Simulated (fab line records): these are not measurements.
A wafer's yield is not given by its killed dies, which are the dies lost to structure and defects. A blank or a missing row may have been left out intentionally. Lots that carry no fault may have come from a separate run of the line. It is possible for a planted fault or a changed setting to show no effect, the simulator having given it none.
8D (eight disciplines) problem report, filled in by code + flow n5-finfet + the parts of the form that need people (team, actions taken, sign-off) are left out

== 1. THE ISSUE ==
Wafers free of any fault read -0.2 nm (standard deviation 0.64) for CA_OVL at N5_MOL_CONTACT_COAG_OVL_MEAS_09, against a mean of 11.5 nm on 6 wafers of 2 lots. That is +18 standard deviations from the usual mean.
Earliest sighting: wafer L832.1 on overlay-02 at day 9 12:38. Wafers with a number at this step in the record: 27, from 10 lots. The rule behind "out" and "out of limits": a value lying over 4 standard deviations away from the usual mean. The other wafers with a number count as sound.

== 2. WHAT IT IS, WHAT IT ISN'T ==
| question                    | is                     | is not                                                              |
|-----------------------------|------------------------|---------------------------------------------------------------------|
| which readings at this step | CA_OVL                 | -                                                                   |
| which lots                  | L832, L834             | L815, L816, L818, L820, L821, L822, L824, L836                      |
| which wafers of those lots  | all that have a number | -                                                                   |
| read on which gauges        | overlay-02             | overlay-01                                                          |
| when                        | from day 9 12:38       | up to then (19 sound wafers); but 2 sound wafers of L836 came after |

== 3. WHAT RULES OUT EACH SUSPECT ==
Counting: a tool at any process step up to the reading remains a suspect when it ran all the lots that are out and ran no sound lot after the first of those.
- the gauge at N5_MOL_CONTACT_COAG_OVL_MEAS_09 is ruled out. All the wafers that are out were read on overlay-02, but those of them that N5_PASSIVATION_PROBE_49 has rows for are out there too, on other tools.
- euv-scanner-01 at N5_MOL_CONTACT_COAG_EXPOSE_05 (exposes mask CA, defocus 0 nm): kept. It processed each lot that is out, first L832 at day 9 12:28, and no sound lot thereafter; up to then, the last sound lot it processed was L822 at day 6 21:35.
Remaining after the count: euv-scanner-01 at N5_MOL_CONTACT_COAG_EXPOSE_05.

== 4. THE CAUSE (what the simulator had put in) ==
Scanner matching overlay: euv-scanner-01, from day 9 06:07 on, at N5_MOL_CONTACT_COAG_EXPOSE_05. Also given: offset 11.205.
Counting left only this tool.

== 5. SEQUENCE OF EFFECTS, ordered by route ==
Each row: a reading where the mean over the struck wafers with a number is more than 3 standard deviations away from the usual. Only readings whose record carries a usual standard deviation are examined. hours: median over the lots of the time between each lot's start at the first step of this table that gives one and its start at this step. sigmas: the change, counted in usual standard deviations.
| hours | step                            | reading              | usual   | on struck wafers | change | sigmas      |
|-------|---------------------------------|----------------------|---------|------------------|--------|-------------|
| 0     | N5_MOL_CONTACT_COAG_OVL_MEAS_09 | CA_OVL               | -0.2 nm | 11.5             | +11.7  | +18         |
| 213   | N5_PASSIVATION_PROBE_49         | defect-limited-yield | 91.1 %  | 0.0              | -91.1  | -70         |
| 213   | N5_PASSIVATION_PROBE_49         | killed-at-contacts   | 12      | 1089             | +1077  | +99 or more |
| 213   | N5_PASSIVATION_PROBE_49         | killed-dies          | 104     | 1180             | +1076  | +67         |
| 213   | N5_PASSIVATION_PROBE_49         | killed-on-rim        | 14      | 152              | +138   | +34         |
| 213   | N5_PASSIVATION_PROBE_49         | sort_bin_5_function  | 5.1 %   | 50.7             | +45.6  | +54         |
| 213   | N5_PASSIVATION_PROBE_49         | sort-n-pass          | 1075    | 0                | -1075  | -67         |
| 213   | N5_PASSIVATION_PROBE_49         | sort-yield-pct       | 91.1 %  | 0.0              | -91.1  | -65         |
It contains these process steps:
- N5_PASSIVATION_PROBE_49
Later measuring or inspecting steps at which every struck wafer that the step has a row for has a number for every such reading, and none has moved that far: N5_BEOL_M4_RC_MEAS_101.

== 6. WHAT WOULD HAVE CAUGHT IT SOONER ==
7 hours passed between the start of the fault at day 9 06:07 and the first reading out of limits at a measuring or inspecting step in this record, taken at day 9 12:38.
Lots out: 2; of these, L834 started N5_MOL_CONTACT_COAG_EXPOSE_05 on euv-scanner-01 after day 9 12:38. A tool hold placed at that time would have kept it from harm.
